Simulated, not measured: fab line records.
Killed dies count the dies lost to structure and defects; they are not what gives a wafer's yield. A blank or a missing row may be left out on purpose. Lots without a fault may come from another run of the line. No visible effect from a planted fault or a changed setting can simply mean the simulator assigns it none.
What tool caused it? :: flow nand_harc :: 24 lots, 72 wafers sampled, at 5 steps of a route of 1159

## WHAT THE GAUGES READ, wafer by wafer
NHARC_P_CONTACT_INSPECT_27. Usual: 270 for raw_defect_count, sd 120.
lot: L074
measured: day 5 11:39
on: defect_inspect-01
raw_defect_count: 323 241 522
flag: 

lot: L075
measured: day 6 05:02
on: defect_inspect-02
raw_defect_count: 377 384 441
flag: 

lot: L076
measured: day 6 05:33
on: defect_inspect-02
raw_defect_count: 473 388 331
flag: 

lot: L078
measured: day 6 21:16
on: defect_inspect-02
raw_defect_count: 330 198 210
flag: 

lot: L077
measured: day 6 21:48
on: defect_inspect-02
raw_defect_count: 179 213 349
flag: 

lot: L079
measured: day 7 03:08
on: defect_inspect-02
raw_defect_count: 149 242 339
flag: 

lot: L081
measured: day 7 08:05
on: defect_inspect-02
raw_defect_count: 189 168 274
flag: 

lot: L080
measured: day 7 08:55
on: defect_inspect-02
raw_defect_count: 382 239 420
flag: 

lot: L083
measured: day 7 23:48
on: defect_inspect-02
raw_defect_count: 275 538 390
flag: 

lot: L082
measured: day 8 00:20
on: defect_inspect-02
raw_defect_count: 209 209 149
flag: 

lot: L085
measured: day 8 21:08
on: defect_inspect-02
raw_defect_count: 197 196 199
flag: 

lot: L086
measured: day 9 06:32
on: defect_inspect-01
raw_defect_count: 242 269 222
flag: 

lot: L087
measured: day 9 07:05
on: defect_inspect-02
raw_defect_count: 224 222 308
flag: 

lot: L084
measured: day 9 14:11
on: defect_inspect-01
raw_defect_count: 440 386 313
flag: 

lot: L089
measured: day 9 20:38
on: defect_inspect-01
raw_defect_count: 247 98 252
flag: 

lot: L088
measured: day 9 20:50
on: defect_inspect-02
raw_defect_count: 193 119 131
flag: 

lot: L090
measured: day 10 02:10
on: defect_inspect-02
raw_defect_count: 162 244 206
flag: 

lot: L093
measured: day 10 09:04
on: defect_inspect-01
raw_defect_count: 331 173 259
flag: 

lot: L094
measured: day 10 09:46
on: defect_inspect-01
raw_defect_count: 179 311 216
flag: 

lot: L091
measured: day 10 10:06
on: defect_inspect-02
raw_defect_count: 301 217 116
flag: 

lot: L092
measured: day 10 17:50
on: defect_inspect-01
raw_defect_count: 399 329 428
flag: 

lot: L096
measured: day 11 04:11
on: defect_inspect-02
raw_defect_count: 196 237 181
flag: 

lot: L095
measured: day 11 04:43
on: defect_inspect-01
raw_defect_count: 188 151 117
flag: 

lot: L097
measured: day 11 09:05
on: defect_inspect-02
raw_defect_count: 197 272 202
flag: 

NHARC_P_M0_CD_MEAS_09 targets a cd of 90 nm. Usual: 89.8 nm for cd_nm, sd 0.54.
lot: L074
measured: day 5 12:34
on: cd_sem-03
cd_nm (nm): 90.0 90.0 90.3
flag: 

lot: L075
measured: day 6 05:49
on: cd_sem-03
cd_nm (nm): 90.1 89.6 89.9
flag: 

lot: L076
measured: day 6 06:27
on: cd_sem-02
cd_nm (nm): 89.3 88.9 89.4
flag: 

lot: L078
measured: day 6 22:05
on: cd_sem-03
cd_nm (nm): 90.5 90.4 90.2
flag: 

lot: L077
measured: day 6 22:35
on: cd_sem-03
cd_nm (nm): 89.3 89.1 89.0
flag: 

lot: L079
measured: day 7 04:07
on: cd_sem-03
cd_nm (nm): 90.2 89.8 90.4
flag: 

lot: L081
measured: day 7 09:00
on: cd_sem-02
cd_nm (nm): 89.4 88.8 89.4
flag: 

lot: L080
measured: day 7 09:49
on: cd_sem-03
cd_nm (nm): 89.5 89.4 89.2
flag: 

lot: L083
measured: day 8 00:42
on: cd_sem-02
cd_nm (nm): 89.3 88.9 89.9
flag: 

lot: L082
measured: day 8 01:16
on: cd_sem-03
cd_nm (nm): 89.5 90.2 89.4
flag: 

lot: L085
measured: day 8 22:11
on: cd_sem-01
cd_nm (nm): 90.2 89.9 90.3
flag: 

lot: L086
measured: day 9 07:26
on: cd_sem-02
cd_nm (nm): 89.6 89.6 90.1
flag: 

lot: L087
measured: day 9 08:00
on: cd_sem-02
cd_nm (nm): 89.4 89.7 90.1
flag: 

lot: L084
measured: day 9 15:09
on: cd_sem-03
cd_nm (nm): 91.2 91.0 90.5
flag: 

lot: L089
measured: day 9 21:32
on: cd_sem-03
cd_nm (nm): 89.7 89.3 90.4
flag: 

lot: L088
measured: day 9 21:44
on: cd_sem-02
cd_nm (nm): 89.2 89.6 89.9
flag: 

lot: L090
measured: day 10 03:04
on: cd_sem-02
cd_nm (nm): 89.0 89.3 89.7
flag: 

lot: L093
measured: day 10 09:51
on: cd_sem-01
cd_nm (nm): 89.7 90.2 89.8
flag: 

lot: L094
measured: day 10 10:40
on: cd_sem-02
cd_nm (nm): 90.3 90.2 89.9
flag: 

lot: L091
measured: day 10 11:01
on: cd_sem-01
cd_nm (nm): 90.8 90.3 90.2
flag: 

lot: L092
measured: day 10 18:36
on: cd_sem-01
cd_nm (nm): 89.9 89.6 89.3
flag: 

lot: L096
measured: day 11 04:58
on: cd_sem-02
cd_nm (nm): 89.0 89.6 89.4
flag: 

lot: L095
measured: day 11 05:37
on: cd_sem-02
cd_nm (nm): 89.7 90.0 89.3
flag: 

lot: L097
measured: day 11 09:59
on: cd_sem-01
cd_nm (nm): 90.2 89.7 89.9
flag: 

NHARC_P_M0_OVL_MEAS_10: pitch 180 nm. Usual: overlay_x_nm -0.3 nm, standard deviation 0.69; overlay_y_nm 0.1 nm, standard deviation 0.61.
lot: L074
measured: day 5 12:39
on: overlay-01
overlay_x_nm (nm): 0.0 -0.6 -0.3
overlay_y_nm (nm): -0.8 -0.6 -1.0
flag: 

lot: L075
measured: day 6 05:54
on: overlay-02
overlay_x_nm (nm): -0.2 0.4 0.2
overlay_y_nm (nm): 0.2 -0.4 -0.1
flag: 

lot: L076
measured: day 6 06:32
on: overlay-02
overlay_x_nm (nm): -0.2 0.4 -0.8
overlay_y_nm (nm): -0.2 -0.3 0.1
flag: 

lot: L078
measured: day 6 22:10
on: overlay-01
overlay_x_nm (nm): -1.3 -0.8 -0.9
overlay_y_nm (nm): 1.2 1.1 1.2
flag: 

lot: L077
measured: day 6 22:40
on: overlay-01
overlay_x_nm (nm): -0.5 -0.4 -0.6
overlay_y_nm (nm): -0.2 -0.2 -0.6
flag: 

lot: L079
measured: day 7 04:12
on: overlay-01
overlay_x_nm (nm): 0.7 1.0 0.9
overlay_y_nm (nm): 0.0 0.5 0.5
flag: 

lot: L081
measured: day 7 09:05
on: overlay-01
overlay_x_nm (nm): -0.7 -0.8 0.0
overlay_y_nm (nm): 0.2 0.2 -0.3
flag: 

lot: L080
measured: day 7 09:54
on: overlay-01
overlay_x_nm (nm): -0.2 0.1 0.3
overlay_y_nm (nm): -0.2 0.3 -0.1
flag: 

lot: L083
measured: day 8 00:47
on: overlay-01
overlay_x_nm (nm): -0.7 -1.0 -1.4
overlay_y_nm (nm): 1.5 2.1 0.9
flag: 

lot: L082
measured: day 8 01:21
on: overlay-02
overlay_x_nm (nm): -1.6 -1.1 -1.0
overlay_y_nm (nm): -0.3 -0.4 -0.4
flag: 

lot: L085
measured: day 8 22:16
on: overlay-01
overlay_x_nm (nm): -0.9 -1.1 -0.8
overlay_y_nm (nm): 0.3 -0.2 0.6
flag: 

lot: L086
measured: day 9 07:32
on: overlay-01
overlay_x_nm (nm): 0.2 0.2 0.2
overlay_y_nm (nm): 0.8 0.6 0.9
flag: 

lot: L087
measured: day 9 08:06
on: overlay-02
overlay_x_nm (nm): -0.7 -1.1 -0.9
overlay_y_nm (nm): -0.4 0.0 -0.4
flag: 

lot: L084
measured: day 9 15:14
on: overlay-02
overlay_x_nm (nm): 0.0 0.6 0.7
overlay_y_nm (nm): 0.5 0.1 -0.1
flag: 

lot: L089
measured: day 9 21:38
on: overlay-01
overlay_x_nm (nm): -0.5 -0.4 -0.5
overlay_y_nm (nm): 0.7 0.7 1.1
flag: 

lot: L088
measured: day 9 21:49
on: overlay-02
overlay_x_nm (nm): -1.6 -1.0 -1.5
overlay_y_nm (nm): -0.6 -0.9 -0.6
flag: 

lot: L090
measured: day 10 03:10
on: overlay-01
overlay_x_nm (nm): 0.3 0.8 0.1
overlay_y_nm (nm): 0.1 0.3 0.3
flag: 

lot: L093
measured: day 10 09:56
on: overlay-02
overlay_x_nm (nm): 0.6 1.1 0.7
overlay_y_nm (nm): 0.7 1.0 0.8
flag: 

lot: L094
measured: day 10 10:46
on: overlay-02
overlay_x_nm (nm): -0.6 -0.4 -0.6
overlay_y_nm (nm): -0.6 -1.1 -1.0
flag: 

lot: L091
measured: day 10 11:07
on: overlay-01
overlay_x_nm (nm): -1.4 -0.5 -0.2
overlay_y_nm (nm): 0.2 -0.1 -0.4
flag: 

lot: L092
measured: day 10 18:41
on: overlay-02
overlay_x_nm (nm): 0.6 0.2 0.8
overlay_y_nm (nm): -0.1 0.1 0.0
flag: 

lot: L096
measured: day 11 05:03
on: overlay-02
overlay_x_nm (nm): -1.0 -1.5 -0.3
overlay_y_nm (nm): -0.3 0.0 0.0
flag: 

lot: L095
measured: day 11 05:43
on: overlay-01
overlay_x_nm (nm): 0.6 0.2 -0.1
overlay_y_nm (nm): -0.3 0.7 0.4
flag: 

lot: L097
measured: day 11 10:04
on: overlay-02
overlay_x_nm (nm): -1.1 -0.1 -0.9
overlay_y_nm (nm): -0.2 -0.7 -0.3
flag: 

NHARC_P_BONDPAD_CD_MEAS_09 targets a cd of 500 nm. Usual: 500.2 nm for cd_nm, sd 1.4.
lot: L074
measured: day 6 01:37
on: cd_sem-01
cd_nm (nm): 500.5 500.8 498.7
flag: 

lot: L075
measured: day 6 18:34
on: cd_sem-02
cd_nm (nm): 498.3 500.5 499.9
flag: 

lot: L076
measured: day 6 19:20
on: cd_sem-02
cd_nm (nm): 500.4 502.4 501.7
flag: 

lot: L078
measured: day 7 10:57
on: cd_sem-03
cd_nm (nm): 501.1 500.8 498.6
flag: 

lot: L077
measured: day 7 11:41
on: cd_sem-03
cd_nm (nm): 499.8 501.4 499.5
flag: 

lot: L079
measured: day 7 17:17
on: cd_sem-01
cd_nm (nm): 502.1 501.5 502.6
flag: 

lot: L081
measured: day 7 22:08
on: cd_sem-01
cd_nm (nm): 500.5 502.6 501.5
flag: 

lot: L080
measured: day 7 23:01
on: cd_sem-01
cd_nm (nm): 502.4 499.7 501.4
flag: 

lot: L083
measured: day 8 13:46
on: cd_sem-01
cd_nm (nm): 500.3 499.6 500.0
flag: 

lot: L082
measured: day 8 14:18
on: cd_sem-03
cd_nm (nm): 497.6 498.1 497.3
flag: 

lot: L085
measured: day 9 11:39
on: cd_sem-03
cd_nm (nm): 498.1 500.4 499.8
flag: 

lot: L086
measured: day 9 21:22
on: cd_sem-01
cd_nm (nm): 498.7 499.9 501.1
flag: 

lot: L087
measured: day 9 22:02
on: cd_sem-01
cd_nm (nm): 498.5 500.4 499.1
flag: 

lot: L084
measured: day 10 03:50
on: cd_sem-01
cd_nm (nm): 500.0 498.4 499.3
flag: 

lot: L089
measured: day 10 10:22
on: cd_sem-01
cd_nm (nm): 500.2 498.4 499.1
flag: 

lot: L088
measured: day 10 10:55
on: cd_sem-02
cd_nm (nm): 500.6 500.2 499.4
flag: 

lot: L090
measured: day 10 16:11
on: cd_sem-03
cd_nm (nm): 498.0 498.0 498.1
flag: 

lot: L093
measured: day 10 23:10
on: cd_sem-01
cd_nm (nm): 500.6 501.3 503.6
flag: 

lot: L094
measured: day 10 23:47
on: cd_sem-03
cd_nm (nm): 499.5 499.9 500.6
flag: 

lot: L091
measured: day 11 00:32
on: cd_sem-03
cd_nm (nm): 500.1 499.3 499.5
flag: 

lot: L092
measured: day 11 08:19
on: cd_sem-02
cd_nm (nm): 501.7 500.3 501.4
flag: 

lot: L096
measured: day 11 18:40
on: cd_sem-01
cd_nm (nm): 500.5 500.0 499.4
flag: 

lot: L095
measured: day 11 19:02
on: cd_sem-01
cd_nm (nm): 500.2 498.0 499.5
flag: 

lot: L097
measured: day 11 23:05
on: cd_sem-03
cd_nm (nm): 501.3 500.0 502.4
flag: 

## WHICH TOOL RAN EACH LOT (tool, then ch and the chambers of the sampled wafers, then the start)
lot: L074
NHARC_P_M0_PRE_CLEAN_29: pvd_sputter-02, day 6 01:37 or earlier

lot: L075
NHARC_P_M0_PRE_CLEAN_29: pvd_sputter-01, day 6 18:34 or earlier

lot: L076
NHARC_P_M0_PRE_CLEAN_29: pvd_sputter-01, day 6 19:20 or earlier

lot: L078
NHARC_P_M0_PRE_CLEAN_29: pvd_sputter-01, day 7 10:57 or earlier

lot: L077
NHARC_P_M0_PRE_CLEAN_29: pvd_sputter-03, day 7 11:41 or earlier

lot: L079
NHARC_P_M0_PRE_CLEAN_29: pvd_sputter-01, day 7 17:17 or earlier

lot: L081
NHARC_P_M0_PRE_CLEAN_29: pvd_sputter-03, day 7 22:08 or earlier

lot: L080
NHARC_P_M0_PRE_CLEAN_29: pvd_sputter-02, day 7 23:01 or earlier

lot: L083
NHARC_P_M0_PRE_CLEAN_29: pvd_sputter-02, day 8 13:46 or earlier

lot: L082
NHARC_P_M0_PRE_CLEAN_29: pvd_sputter-01, day 8 14:18 or earlier

lot: L085
NHARC_P_M0_PRE_CLEAN_29: pvd_sputter-01, day 9 11:39 or earlier

lot: L086
NHARC_P_M0_PRE_CLEAN_29: pvd_sputter-02, day 9 21:22 or earlier

lot: L087
NHARC_P_M0_PRE_CLEAN_29: pvd_sputter-03, day 9 22:02 or earlier

lot: L084
NHARC_P_M0_PRE_CLEAN_29: pvd_sputter-02, day 10 03:50 or earlier

lot: L089
NHARC_P_M0_PRE_CLEAN_29: pvd_sputter-01, day 10 10:22 or earlier

lot: L088
NHARC_P_M0_PRE_CLEAN_29: pvd_sputter-01, day 10 10:55 or earlier

lot: L090
NHARC_P_M0_PRE_CLEAN_29: pvd_sputter-03, day 10 16:11 or earlier

lot: L093
NHARC_P_M0_PRE_CLEAN_29: pvd_sputter-03, day 10 23:10 or earlier

lot: L094
NHARC_P_M0_PRE_CLEAN_29: pvd_sputter-03, day 10 23:47 or earlier

lot: L091
NHARC_P_M0_PRE_CLEAN_29: pvd_sputter-01, day 11 00:32 or earlier

lot: L092
NHARC_P_M0_PRE_CLEAN_29: pvd_sputter-02, day 11 08:19 or earlier

lot: L096
NHARC_P_M0_PRE_CLEAN_29: pvd_sputter-01, day 11 18:40 or earlier

lot: L095
NHARC_P_M0_PRE_CLEAN_29: pvd_sputter-02, day 11 19:02 or earlier

lot: L097
NHARC_P_M0_PRE_CLEAN_29: pvd_sputter-01, day 11 23:05 or earlier
- NHARC_P_M0_PRE_CLEAN_29: time 30 s.

## AS READ BY THE TOOLS THEMSELVES (means over the sampled wafers that have a number; for cases with no such wafer, the mark the record gives instead)
NHARC_P_M0_PRE_CLEAN_29. Usual: 402 W for heater_power_w, sd 47.
lot: L074
tool: pvd_sputter-02
heater_power_w (W): 395
flag: 

lot: L075
tool: pvd_sputter-01
heater_power_w (W): 378
flag: 

lot: L076
tool: pvd_sputter-01
heater_power_w (W): 400
flag: 

lot: L078
tool: pvd_sputter-01
heater_power_w (W): 360
flag: 

lot: L077
tool: pvd_sputter-03
heater_power_w (W): 508
flag: 

lot: L079
tool: pvd_sputter-01
heater_power_w (W): 376
flag: 

lot: L081
tool: pvd_sputter-03
heater_power_w (W): 468
flag: 

lot: L080
tool: pvd_sputter-02
heater_power_w (W): 406
flag: 

lot: L083
tool: pvd_sputter-02
heater_power_w (W): 390
flag: 

lot: L082
tool: pvd_sputter-01
heater_power_w (W): 392
flag: 

lot: L085
tool: pvd_sputter-01
heater_power_w (W): 368
flag: 

lot: L086
tool: pvd_sputter-02
heater_power_w (W): 386
flag: 

lot: L087
tool: pvd_sputter-03
heater_power_w (W): 431
flag: 

lot: L084
tool: pvd_sputter-02
heater_power_w (W): 403
flag: 

lot: L089
tool: pvd_sputter-01
heater_power_w (W): 377
flag: 

lot: L088
tool: pvd_sputter-01
heater_power_w (W): 376
flag: 

lot: L090
tool: pvd_sputter-03
heater_power_w (W): 428
flag: 

lot: L093
tool: pvd_sputter-03
heater_power_w (W): 497
flag: 

lot: L094
tool: pvd_sputter-03
heater_power_w (W): 431
flag: 

lot: L091
tool: pvd_sputter-01
heater_power_w (W): 382
flag: 

lot: L092
tool: pvd_sputter-02
heater_power_w (W): 368
flag: 

lot: L096
tool: pvd_sputter-01
heater_power_w (W): 380
flag: 

lot: L095
tool: pvd_sputter-02
heater_power_w (W): 393
flag: 

lot: L097
tool: pvd_sputter-01
heater_power_w (W): 361
flag: 

## THE ANSWER, worked out from the rows above alone
Rule: a lot is off if the mean of its wafers that have a number lies more than 3 standard deviations from the usual mean. Also off: a lot with no number at a reading for which 4 or more lots have one. The other lots that the step has rows for count as sound. After the gauges, taken in route order, come the tools' own readings; for these a lot's mean is taken, as printed above. At the first step where some lot is off, the reading lying furthest off is the one used; lots without a number count as furthest.
Nothing can be told from this: no lot is off at any reading shown.

## WHAT HAD BEEN PUT IN BY THE SIMULATOR
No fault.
